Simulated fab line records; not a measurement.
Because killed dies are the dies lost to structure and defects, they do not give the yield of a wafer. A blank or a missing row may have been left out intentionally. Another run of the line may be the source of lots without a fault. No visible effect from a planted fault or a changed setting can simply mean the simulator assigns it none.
Which tool is to blame? | flow nand harc | 36 wafers from 12 lots sampled at 6 of the route's 1159 steps

## WHAT THE GAUGES SHOWED, per wafer
NHARC_A_SOURCE_PLATE_THK_MEAS_09: measures by ellipsometry. Usual: thk nm at 9.8 nm, with a standard deviation of 1.
lot  | measured     | on            | thk nm (nm)    | flag
L468 | day 7 11:52  | film metro-01 | 8.8 9.1 10.4   |
L469 | day 7 21:37  | film metro-02 | 11.1 10.4 9.8  |
L472 | day 8 10:19  | film metro-02 | 7.6 9.9 9.1    |
L475 | day 9 01:22  | film metro-01 | 10.3 12.2 10.3 |
L476 | day 9 06:46  | film metro-01 | 9.3 10.9 9.9   |
L479 | day 10 08:49 | film metro-02 | 9.8 8.8 10.9   |
L482 | day 10 15:30 | film metro-01 | 10.7 10.4 8.7  |
L486 | day 11 13:59 | film metro-02 | 10.8 8.9 10.2  |
L487 | day 12 01:38 | film metro-02 | 10.3 10.4 10.7 |
L488 | day 12 06:36 | film metro-02 | 9.9 9.6 9.7    |
L489 | day 12 06:36 | film metro-01 | 11.2 11.5 8.3  |
L490 | day 13 02:55 | film metro-02 | 10.7 10.4 8.3  |

NHARC_A_ONON_D1_THK_MEAS_05: measures by ellipsometry. Usual: thk nm at 1004 nm, with a standard deviation of 6.4.
lot  | measured     | on            | thk nm (nm)    | flag
L468 | day 8 09:50  | film metro-01 | 998 995 996    |
L469 | day 8 09:51  | film metro-02 | 1007 1007 1007 |
L472 | day 9 00:38  | film metro-01 | 1003 1501 1501 | OFF
L475 | day 9 16:14  | film metro-01 | 999 997 1496   | OFF
L476 | day 9 23:33  | film metro-02 | 1005 1004 1005 |
L479 | day 10 23:19 | film metro-01 | 1005 1007 1006 |
L482 | day 11 05:58 | film metro-02 | 1003 1004 1002 |
L486 | day 12 04:03 | film metro-02 | 996 997 997    |
L487 | day 12 18:21 | film metro-02 | 1006 1010 1007 |
L488 | day 12 18:20 | film metro-01 | 1003 1000 1002 |
L489 | day 12 18:20 | film metro-02 | 995 993 990    |
L490 | day 13 17:38 | film metro-02 | 1003 1003 1004 |

NHARC_END_SORT_01. Usual: killed at array 28, standard deviation 10; killed at other 0.5, standard deviation 0.82; killed at periphery 3.4, standard deviation 2.2; killed dies 31, standard deviation 10; killed open 3.4, standard deviation 1.9; killed short 1.9, standard deviation 1.3.
lot  | measured     | on        | killed at array | killed at other | killed at periphery | killed dies | killed open | killed short | flag
L472 | day 21 00:33 | prober-01 | 23 672 672      | 0 0 0           | 4 5 5               | 27 677 677  | 3 5 4       | 2 1 2        | OFF
L475 | day 21 21:49 | prober-01 | 22 17 676       | 0 2 1           | 3 3 0               | 25 22 677   | 1 2 2       | 2 3 2        | OFF

## WHICH TOOL RAN EACH LOT (tool, then ch and the chambers of the sampled wafers, then the start)
lot  | NHARC_P_BONDPAD_STRIP_15           | NHARC_P_BONDPAD_DEGAS_25     | NHARC_A_ONON_D1_DEP_03
L468 | rie diel-10 ch 0,3, day 6 23:47    | pvd sputter-01, day 7 00:23  | pecvd onon-04 ch 0, day 8 09:20
L469 | rie diel-08 ch 1,2,3, day 7 10:07  | pvd sputter-02, day 7 10:38  | pecvd onon-02 ch 0, day 8 09:27
L472 | rie diel-08 ch 0,1,2, day 7 18:26  | pvd sputter-03, day 7 18:59  | pecvd onon-04 ch 0, day 9 00:08
L475 | rie diel-08 ch 0,1, day 8 11:38    | pvd sputter-01, day 8 12:10  | pecvd onon-04 ch 0, day 9 15:53
L476 | rie diel-08 ch 2,3, day 8 18:26    | pvd sputter-03, day 8 18:59  | pecvd onon-02 ch 0, day 9 23:11
L479 | rie diel-08 ch 0,1, day 9 18:59    | pvd sputter-02, day 9 19:32  | pecvd onon-03 ch 0, day 10 22:48
L482 | rie diel-08 ch 0,3, day 10 03:11   | pvd sputter-03, day 10 03:43 | pecvd onon-02 ch 0, day 11 05:36
L486 | rie diel-10 ch 2,3, day 11 01:31   | pvd sputter-02, day 11 02:08 | pecvd onon-02 ch 0, day 12 03:32
L487 | rie diel-08 ch 0,1,2, day 11 13:10 | pvd sputter-03, day 11 13:43 | pecvd onon-04 ch 0, day 12 17:50
L488 | rie diel-08 ch 1,2, day 11 17:40   | pvd sputter-01, day 11 18:13 | pecvd onon-02 ch 0, day 12 17:57
L489 | rie diel-08 ch 0,2, day 11 18:59   | pvd sputter-01, day 11 19:31 | pecvd onon-03 ch 0, day 12 17:50
L490 | rie diel-08 ch 0,1,2, day 12 07:08 | pvd sputter-02, day 12 07:40 | pecvd onon-04 ch 0, day 13 17:07
- NHARC_P_BONDPAD_STRIP_15: strips in O2.
- NHARC_P_BONDPAD_DEGAS_25: time 60 s.
- NHARC_A_ONON_D1_DEP_03: target thk 1000 nm.

## WHAT THE TOOLS THEMSELVES READ (means of the sampled wafers that have a number; where no wafer has one, the mark that the record gives instead)
NHARC_P_BONDPAD_STRIP_15. Usual: chamber pressure mTorr 60.00 mTorr, standard deviation 0.055; drypump motor current A 5.9 A, standard deviation 0.46; oes product au 1.000 a.u., standard deviation 0.011; rf vpp V 58.0 V, standard deviation 0.88; showerhead plenum p Torr 3.61 Torr, standard deviation 0.12; throttle valve pct 17.037 %, standard deviation 0.0097.
lot  | tool        | chamber pressure mTorr (mTorr) | drypump motor current A (A) | oes product au (a.u.) | rf vpp V (V) | showerhead plenum p Torr (Torr) | throttle valve pct (%) | flag
L468 | rie diel-10 | 59.94                          | 6.1                         | 1.010                 | 58.5         | 3.59                            | 17.039                 |
L469 | rie diel-08 | 59.98                          | 5.7                         | 1.001                 | 57.5         | 3.65                            | 17.026                 |
L472 | rie diel-08 | 59.99                          | 5.8                         | 1.002                 | 58.2         | 3.59                            | 17.040                 |
L475 | rie diel-08 | 59.99                          | 6.2                         | 1.002                 | 57.1         | 3.55                            | 17.045                 |
L476 | rie diel-08 | 60.01                          | 5.3                         | 1.002                 | 58.5         | 3.70                            | 17.038                 |
L479 | rie diel-08 | 60.04                          | 6.2                         | 0.996                 | 57.8         | 3.53                            | 17.033                 |
L482 | rie diel-08 | 59.98                          | 6.0                         | 0.983                 | 57.2         | 3.59                            | 17.030                 |
L486 | rie diel-10 | 59.96                          | 6.2                         | 1.002                 | 58.0         | 3.52                            | 17.039                 |
L487 | rie diel-08 | 59.97                          | 5.8                         | 1.007                 | 57.6         | 3.58                            | 17.028                 |
L488 | rie diel-08 | 59.96                          | 5.4                         | 1.006                 | 58.2         | 3.63                            | 17.036                 |
L489 | rie diel-08 | 60.01                          | 5.7                         | 1.003                 | 58.4         | 3.58                            | 17.030                 |
L490 | rie diel-08 | 60.04                          | 5.8                         | 1.004                 | 58.3         | 3.58                            | 17.040                 |

NHARC_P_BONDPAD_DEGAS_25. Usual: heater power w at 457 W, with a standard deviation of 56.
lot  | tool           | heater power w (W) | flag
L468 | pvd sputter-01 | 428                |
L469 | pvd sputter-02 | 482                |
L472 | pvd sputter-03 | 486                |
L475 | pvd sputter-01 | 418                |
L476 | pvd sputter-03 | 456                |
L479 | pvd sputter-02 | 524                |
L482 | pvd sputter-03 | 476                |
L486 | pvd sputter-02 | 466                |
L487 | pvd sputter-03 | 471                |
L488 | pvd sputter-01 | 423                |
L489 | pvd sputter-01 | 398                |
L490 | pvd sputter-02 | 474                |

NHARC_A_ONON_D1_DEP_03. Usual: nh3 flow sccm at 500.0 sccm, with a standard deviation of 1.6.
lot  | tool          | nh3 flow sccm (sccm) | flag
L468 | pecvd onon-04 | 498.4                |
L469 | pecvd onon-02 | 499.3                |
L472 | pecvd onon-04 | 499.2                |
L475 | pecvd onon-04 | 496.7                |
L476 | pecvd onon-02 | 498.7                |
L479 | pecvd onon-03 | 501.5                |
L482 | pecvd onon-02 | 498.4                |
L486 | pecvd onon-02 | 498.2                |
L487 | pecvd onon-04 | 500.6                |
L488 | pecvd onon-02 | 500.8                |
L489 | pecvd onon-03 | 499.9                |
L490 | pecvd onon-04 | 502.4                |

## THE ANSWER, worked out from the rows above alone
Rule: lot off if the mean of its wafers having a number is beyond 3 standard deviations from the usual mean. Also off: a lot with no number at a reading for which 4 or more lots have one. Any other lot the step has rows for is counted as sound. After the gauges, taken in route order, come the tools' own readings; for these a lot's mean is taken, as printed above. At the first step where some lot is off, the reading lying furthest off is the one used; lots without a number count as furthest.
Off, at NHARC_A_ONON_D1_THK_MEAS_05 on thk nm: L472, L475.
A tool fits if, at a process step before that reading, it ran every lot that is off, and no sound lot after the first of them. The gauges at NHARC_A_ONON_D1_THK_MEAS_05 aren't tried: what is off there is off at NHARC_END_SORT_01 too, on other tools, and a gauge's error can't cause that. Of those tried, none fits.

## WHAT WAS PUT IN BY THE SIMULATOR
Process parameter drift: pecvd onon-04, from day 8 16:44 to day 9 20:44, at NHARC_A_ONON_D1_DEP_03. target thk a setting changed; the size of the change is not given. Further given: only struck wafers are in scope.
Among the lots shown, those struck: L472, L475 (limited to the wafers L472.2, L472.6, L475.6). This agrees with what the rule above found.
